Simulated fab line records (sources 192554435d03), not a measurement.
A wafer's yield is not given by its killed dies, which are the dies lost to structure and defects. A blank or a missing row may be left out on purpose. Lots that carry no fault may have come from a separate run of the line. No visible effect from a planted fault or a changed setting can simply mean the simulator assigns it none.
A single fault, viewed from 2 desks	flow n5 finfet	each desk has only its own numbers; what lay behind them comes last

## AT THE TOOL OWNER'S DESK: arfi scanner-01
The tool's own readings at N5_BEOL_M0_CUTY_EXPOSE_54 (exposes mask M0 ABLK): means of the sampled wafers that have a number, for each lot that ran on this tool. If a lot's mean is further than 4 standard deviations from the usual mean, the lot is out of limits and carries the mark OUT (the distance appears in the brackets).
Columns: A = reticle temp C at N5_BEOL_M0_CUTY_EXPOSE_54, usual 23.00 C
lot	first seen here	A
L301	day 6 21:22	22.96
L303	day 7 05:29	22.88
L307	day 8 09:37	23.14
L308	day 8 17:11	23.15
L309	day 9 02:29	23.03
This desk's finding: nothing out of limits on any of the 5 lots.

## METROLOGY DESK
Lot by lot, what the gauges showed, no matter which tool ran the lot: averages of those sampled wafers that carry a number. If a lot's mean is further than 4 standard deviations from the usual mean, the lot is out of limits and carries the mark OUT (the distance appears in the brackets).
Columns: A = cd nm at N5_BEOL_M0_SAQP_CD_MEAS_40, usual 29.95 nm; B = M0_ABLK_OVL at N5_BEOL_M0_CUTY_OVL_MEAS_58, usual -0.4 nm
lot	first seen here	A	B
L297	day 5 18:22	29.91	-1.1
L300	day 6 08:24	29.77	-0.3
L301	day 6 20:02	29.83	-0.2
L302	day 7 01:22	29.79	-1.4
L303	day 7 03:49	29.94	-0.4
L307	day 8 08:12	29.93	5.4 (+9.0) OUT
L308	day 8 16:01	30.13	5.5 (+9.2) OUT
L309	day 9 00:51	30.36	5.9 (+9.8) OUT
L312	day 9 12:05	29.89	0.2
L313	day 9 14:52	30.03	-1.0
L314	day 9 22:46	29.89	0.4
L320	day 11 15:13	30.03	0.2
Per this desk, out of limits: L307, L308, L309; the first was L307, day 8 09:46 (M0_ABLK_OVL at N5_BEOL_M0_CUTY_OVL_MEAS_58). L297, L300, L301, L302, L303, L312, L313, L314, L320 stayed within limits.

## TAKEN TOGETHER
On L307, L308, L309, the metrology desk was in a position to raise an alarm at day 8 09:46.
The desk of the tool owner found nothing out of limits.
The tool owner's desk has L307, L308, L309 on record, within its limits.
Every lot named ran N5_BEOL_M0_CUTY_EXPOSE_54 on arfi scanner-01.

## WHAT THE SIMULATOR PUT IN
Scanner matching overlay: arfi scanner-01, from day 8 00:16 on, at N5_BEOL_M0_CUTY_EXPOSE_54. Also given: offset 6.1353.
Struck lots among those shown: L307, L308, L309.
Time in hours between the start of the fault and the first out-of-limits reading at each desk: metrology desk, 10.
